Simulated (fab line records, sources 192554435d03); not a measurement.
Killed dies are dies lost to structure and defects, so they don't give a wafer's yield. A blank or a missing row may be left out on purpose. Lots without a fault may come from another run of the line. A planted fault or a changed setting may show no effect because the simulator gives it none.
Chamber matching | flow n5_finfet | N5_BEOL_M12_DESCUM_33 on rie_diel-06: 4 sister chambers
The step chemistry O2, time 7.9 s. 8 wafers are shown with their chamber, then 7 later ones without.

WAFERS WITH THEIR CHAMBER
wafer  | chamber | drypump_motor_current_A (A) | showerhead_plenum_p_Torr (Torr)
L076.3 | 0       | 6.4                         | 2.20
L080.1 | 3       | 6.8                         | 2.20
L080.2 | 1       | 5.7                         | 2.13
L080.4 | 0       | 6.4                         | 2.19
L082.2 | 3       | 6.7                         | 2.20
L082.6 | 2       | 5.1                         | 1.99
L084.3 | 1       | 5.7                         | 2.13
L084.4 | 2       | 5.1                         | 1.99

WAFERS WITHOUT THEIR CHAMBER
wafer  | drypump_motor_current_A (A) | showerhead_plenum_p_Torr (Torr)
L084.5 | 5.1                         | 1.99
L086.2 | 5.7                         | 2.13
L086.3 | 6.8                         | 2.19
L086.5 | 6.4                         | 2.19
L090.3 | 5.7                         | 2.13
L090.4 | 5.1                         | 1.99
L090.5 | 5.1                         | 1.99

WHICH CHAMBER EACH WENT THROUGH
wafer  | from the rows above | in truth
L084.5 | 2                   | 2
L086.2 | 1                   | 1
L086.3 | 3                   | 3
L086.5 | 0                   | 0
L090.3 | 1                   | 1
L090.4 | 2                   | 2
L090.5 | 2                   | 2
Placed correctly: 7 of 7. Can't be placed from these rows: 0. Placed wrongly: 0.
How it was worked out, from the rows above alone: a wafer's distance from a chamber is the root of the sum, over the readings, of the square of ((its reading less the chamber's mean) divided by the reading's scatter). The wafer belongs to the nearest chamber; if the next one is less than 2 further off, it can't be placed. A chamber's mean is the mean of its shown wafers. The scatter: the root of (the sum of the squares of (reading less its chamber's mean) over the shown wafers, divided by (wafers less chambers)).
